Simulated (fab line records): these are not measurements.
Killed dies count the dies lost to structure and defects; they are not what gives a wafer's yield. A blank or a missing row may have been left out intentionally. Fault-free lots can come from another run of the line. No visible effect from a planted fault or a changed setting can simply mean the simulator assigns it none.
A struck lot beside a sound one	flow nand-harc	15 steps out of a route of 1302
Sound: the wafers L286.1, L286.3, L286.5. Wafers struck: L292.3, L292.4, L292.5. The cause is named last.
Each step with rows lists, per side, the tool, then ch with its chambers, then its first start. Under that, the readings that differ: sound wafers	struck wafers	difference of the means	sigmas: that difference in standard deviations of wafers without a fault.
alike: a reading whose means differ by less than 2 such deviations, as well as words and numbers matching on both sides. not compared: withheld readings; readings where some wafer has no value; bounds like >300 that might hide an equal value; numbers whose values overlap and for which the record gives no deviation.
Wherever a step has rows on one side only, a row that says differs or no value, or a row with sigmas, the two part there. Numbers that have no deviation but don't overlap get no sigmas and don't part them. Lack of a reading on every wafer of one side parts them only where that side has two or more wafers.

first, 3 steps without rows for these wafers: NHARC_A_CONTACT_EXPOSE_05 (exposes mask A CC); NHARC_A_CONTACT_PEB_06 (peb time 65 s); NHARC_A_CONTACT_DEVELOP_07 (develop time 35 s).
NHARC_A_CONTACT_CD_MEAS_08: the cd target is 200 nm.
  sound on cd-sem-02 ch 0, day 23 19:48; struck on cd-sem-03 ch 0, day 25 15:45
  alike: cd-nm
NHARC_A_CONTACT_OVL_MEAS_09:
  struck on overlay-01, day 25 15:50; sound on overlay-02, day 23 19:53
reading	sound	struck	difference	sigmas
overlay-y-nm (nm)	1.1 0.9 1.0	-1.0 -0.6 -0.6	-1.7	-3
  alike: overlay-x-nm
NHARC_A_CONTACT_INSPECT_10:
  struck on defect-inspect-01, day 25 15:52; sound on defect-inspect-02, day 23 19:56
  alike: raw-defect-count
then, 1 step without rows for these wafers: NHARC_A_CONTACT_DESCUM_13 (chemistry O2, time 3 s).
NHARC_A_CONTACT_ETCH_88: etches the open film in CF4, target depth 39 nm, time 65 s.
  sound on rie-diel-01 ch 1,2, day 23 20:05; struck on rie-diel-11 ch 0,2,3, day 25 16:01
  alike: bias-w, cf4-flow-sccm, drypump-motor-current-A, oes-product-au, rf-vpp-V, showerhead-plenum-p-Torr, throttle-valve-pct
  not compared: rf-hours-counter-h
NHARC_A_CONTACT_ETCH_89: etches the open film in N2/H2, target depth 260 nm, time 475.3 s.
  sound: rie-diel-01 ch 0,2; struck: rie-diel-11 ch 1,2,3
  alike: bias-w, chamber-pressure-mTorr, drypump-motor-current-A, oes-product-au, rf-vpp-V, showerhead-plenum-p-Torr, throttle-valve-pct
  not compared: rf-hours-counter-h
then, 1 step without rows for these wafers: NHARC_A_CONTACT_ETCH_30 (etches the open film in CF4/CHF3, target depth 72.6 nm, time 36.3 s).
NHARC_A_CONTACT_ETCH_31: etches the open film in O2/COS, target depth 2800 nm, time 728 s.
  sound: rie-diel-01 ch 1,2,3; struck: rie-diel-11 ch 1,3
  alike: bias-w, chamber-pressure-mTorr, drypump-motor-current-A, oes-product-au, rf-vpp-V, showerhead-plenum-p-Torr, throttle-valve-pct
  not compared: rf-hours-counter-h
NHARC_A_CONTACT_ETCH_134: etches the open film in C4F8/O2/Ar, time 140 s, target depth 700 nm.
  sound on har-cap-etch-02 ch 0,1, day 23 21:08; struck on har-cap-etch-01 ch 0,1, day 25 17:07
  alike: chamber-pressure-mTorr, oes-air-line-au
  not compared: rf-hours-counter-h
NHARC_A_CONTACT_ETCH_135: etches the open film in C4F8/O2/Ar, time 311 s, target depth 1912 nm.
  sound on har-cap-etch-02 ch 0,1, day 23 21:20; struck on har-cap-etch-01 ch 0,1, day 25 17:20
  no value came back on the struck wafers for chamber-pressure-mTorr (mTorr), oes-air-line-au (a.u.); on the sound wafers chamber-pressure-mTorr (mTorr) reads 20.006 19.989 20.011
  not compared: rf-hours-counter-h
NHARC_A_CONTACT_ETCH_136: etches the open film in C4F8/O2/Ar, time 311 s, target depth 1912 nm.
  sound on har-cap-etch-02 ch 0,1, day 23 21:37; struck on har-cap-etch-01 ch 0,1, day 25 17:37
  alike: chamber-pressure-mTorr, oes-air-line-au
  not compared: rf-hours-counter-h
-- break in the record here, with 2 days between the starts of the struck wafers on either side (left off in module A_CONTACT, picked up again in module END, where the first step shown is number 1302 on the route) --
NHARC_END_SORT_01:
  at this point the record logs the struck wafers (prober-02 ch 0, day 27 18:13) and has no rows for the sound ones

WHERE THEY PART
At NHARC_A_CONTACT_OVL_MEAS_09 first; at NHARC_END_SORT_01 last (within this record only).

WHY: what had been put in by the simulator
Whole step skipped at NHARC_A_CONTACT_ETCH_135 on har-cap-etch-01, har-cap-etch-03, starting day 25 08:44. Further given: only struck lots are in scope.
